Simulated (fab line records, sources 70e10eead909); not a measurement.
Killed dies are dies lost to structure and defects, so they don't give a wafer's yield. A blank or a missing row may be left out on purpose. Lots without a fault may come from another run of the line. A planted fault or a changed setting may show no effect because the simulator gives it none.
Chamber matching | flow nand_harc | NHARC_A_SLIT_DEP_25 on pecvd-02: 3 sister chambers
The step deposits SiO2, target thk 200 nm. 6 wafers are shown with their chamber, then 7 later ones without.

WAFERS WITH THEIR CHAMBER
wafer  | chamber | throttle_valve_pct (%) | heater_power_w (W)
L310.4 | 1       | 16.4                   | 527
L325.3 | 2       | 15.7                   | 456
L325.5 | 1       | 16.1                   | 544
L325.6 | 0       | 15.7                   | 548
L324.3 | 0       | 16.0                   | 432
L324.4 | 2       | 16.0                   | 468

WAFERS WITHOUT THEIR CHAMBER
wafer  | throttle_valve_pct (%) | heater_power_w (W)
L324.6 | 15.8                   | 534
L328.3 | 15.9                   | 485
L328.4 | 16.0                   | 519
L328.5 | 16.1                   | 467
L329.3 | 15.8                   | 427
L329.5 | 16.1                   | 465
L329.6 | 15.8                   | 506

WHICH CHAMBER EACH WENT THROUGH
wafer  | from the rows above          | in truth
L324.6 | can't be placed: 0 or 2 or 1 | 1
L328.3 | can't be placed: 0 or 2 or 1 | 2
L328.4 | can't be placed: 0 or 1 or 2 | 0
L328.5 | can't be placed: 2 or 0 or 1 | 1
L329.3 | can't be placed: 2 or 0      | 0
L329.5 | can't be placed: 2 or 0 or 1 | 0
L329.6 | can't be placed: 0 or 2 or 1 | 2
Placed correctly: 0 of 7. Can't be placed from these rows: 7 (the true chamber is among the candidates in 7). Placed wrongly: 0.
How it was worked out, from the rows above alone: a wafer's distance from a chamber is the root of the sum, over the readings, of the square of ((its reading less the chamber's mean) divided by the reading's scatter). The wafer belongs to the nearest chamber; if the next one is less than 2 further off, it can't be placed. A chamber's mean is the mean of its shown wafers. The scatter: the root of (the sum of the squares of (reading less its chamber's mean) over the shown wafers, divided by (wafers less chambers)).
